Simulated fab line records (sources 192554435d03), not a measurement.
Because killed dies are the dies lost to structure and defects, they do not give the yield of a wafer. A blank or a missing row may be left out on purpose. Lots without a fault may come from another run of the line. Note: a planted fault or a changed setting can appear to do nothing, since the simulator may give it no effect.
Comparing a struck lot with a sound one    flow n5 finfet    37 steps out of a route of 1938
Sound: wafers L312.1, L312.5, L312.6. Struck: wafer L318.6. (L318.2, L318.4 of the same lot were not struck and are left out.) The cause comes at the end.
For every step that has rows: the tool of each side, followed by ch and its chambers, followed by its first start. Under that, the readings that differ: sound wafers    struck wafers    difference of the means    sigmas: that difference in standard deviations of wafers without a fault.
alike: words and numbers the same on both sides, and readings whose means are apart by under 2 such deviations; not compared: readings that were withheld, readings missing a value for some wafer, numbers with overlapping values and no deviation given by the record, and bounds like >300 which may hide the same value.
The two part at a step that has a row with sigmas, a row that says differs or no value, or rows on one side only. When numbers do not overlap yet have no deviation, they are printed without sigmas and do not part them. A reading missing from all wafers of one side parts the sides only when that side holds two or more wafers.

first, 8 steps without rows for these wafers: N5_BEOL_M7_SPUTTER_48 (material Cu, target thk 10 nm, time 1.667 s); N5_BEOL_M7_ECD_50 (material Cu, target thk 300 nm); N5_BEOL_M7_ANNEAL_51 (time 90 s); N5_BEOL_M7_CMP_52 (polishes, stops on SiCOH lowk, t overpolish 6.9 s, target thk 80 nm); N5_BEOL_M7_PRE_CLEAN_55 (time 15 s); N5_BEOL_M7_DEP_56 (deposits SiCN from 3MS/NH3, target thk 10 nm, time 17.5 s); N5_BEOL_M8_ILD_DEP_00 (deposits SiCOH lowk from DEMS/porogen, target thk 179.75 nm, time 33.4 s); N5_BEOL_M8_CURE_74 (cures SiCOH lowk, time 240 s).
N5_BEOL_M8_PECVD_70: deposits SiO2 from TEOS/O2, target thk 20 nm, time 22.7 s.
  sound on pecvd-03 ch 0, day 10 08:44; struck on pecvd-03 ch 0, day 12 01:50
reading                                     sound                 struck  difference  sigmas
susceptor temp C (C)                        400.06 400.03 399.59  383.65  -16.24      -74
model.SiO2_of_BEOL_M8_PECVD_70.thk nm (nm)  19.8 19.8 19.8        22.6    +2.8        
  alike: heater power w, showerhead plenum p Torr, throttle valve pct
  not compared: since wet clean h
then, 25 steps without rows for these wafers: N5_BEOL_M8_HM_DEP_02 (deposits TiN, target thk 20 nm); N5_BEOL_M8_COAT_59 (time 60 s, resist thk 100 nm); N5_BEOL_M8_COAT_60 (time 60 s, resist thk 35 nm); N5_BEOL_M8_COAT_05 (resist thk 90 nm); N5_BEOL_M8_EBR_07; N5_BEOL_M8_SOFTBAKE_06 (time 60 s); N5_BEOL_M8_EXPOSE_08 (exposes mask M8); N5_BEOL_M8_PEB_09 (peb time 60 s); N5_BEOL_M8_DEVELOP_10 (develop time 30 s); N5_BEOL_M8_DESCUM_16 (chemistry O2, time 7.9 s); N5_BEOL_M8_ETCH_61 (etches SiARC in CF4, target depth 45.5 nm, time 75.8 s); N5_BEOL_M8_ETCH_62 (etches SOC in N2/H2, target depth 110 nm, overetch 22 nm, time 165 s); N5_BEOL_M8_STRIP_68 (strips in N2/H2); N5_BEOL_M8_STRIP_67 (strips in CF4); N5_BEOL_M8_HM_OPEN_17 (chemistry Cl2/BCl3, target TiN, target depth 20 nm, overetch 6 nm); N5_BEOL_M8_STRIP_19 (strips in O2); N5_BEOL_M8_COAT_63 (time 60 s, resist thk 60 nm); N5_BEOL_M8_COAT_64 (time 60 s, resist thk 12 nm); N5_BEOL_M8_COAT_71 (time 60 s, resist thk 5 nm); N5_BEOL_M8_COAT_22 (resist thk 30 nm); N5_BEOL_M8_EBR_24; N5_BEOL_M8_SOFTBAKE_23 (time 60 s); N5_BEOL_M8_EXPOSE_25 (exposes mask V7, target cd 40 nm); N5_BEOL_M8_PEB_26 (peb time 60 s); N5_BEOL_M8_DEVELOP_27 (develop time 30 s).
N5_BEOL_M8_HM_STRIP_39: strips TiN in peroxide tin strip, target depth 25 nm, time 158 s.
  sound on wet bench-04 ch 0,2,6, day 10 13:11; struck on wet bench-02 ch 1, day 12 06:40
reading                                     sound              struck  difference  sigmas
temp c (C)                                  49.91 49.85 49.90  50.23   +0.34       +3
model.SiO2_of_BEOL_M8_PECVD_70.thk nm (nm)  19.6 19.8 19.6     22.4    +2.7        
  alike: bath heat duty pct
N5_BEOL_M8_CMP_52: polishes, stops on SiCOH lowk, t overpolish 6.9 s, target thk 80 nm.
  sound on cmp-04 ch 0,3, day 10 16:06; struck on cmp-04 ch 0, day 12 08:41
reading                       sound           struck  difference  sigmas
barrier field endpoint s (s)  28.0 27.9 28.1  32.8    +4.8        +7
  alike: motor current A, slurry flow ml min
-- record jumps: 3 days separate the struck wafers' starts on either side; left off in module BEOL_M8, taken up again in module PASSIVATION, whose first shown step is the route's number 1936 --
N5_PASSIVATION_PROBE_49:
  record: rows for the struck wafers here (prober-01, day 15 08:49), none for the sound ones

## WHERE THEY PART
Last at N5_PASSIVATION_PROBE_49 as far as this record goes, first at N5_BEOL_M8_PECVD_70.

WHY: the cause the simulator had injected
pecvd-03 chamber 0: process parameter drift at N5_BEOL_M8_PECVD_70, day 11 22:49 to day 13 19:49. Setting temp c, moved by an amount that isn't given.
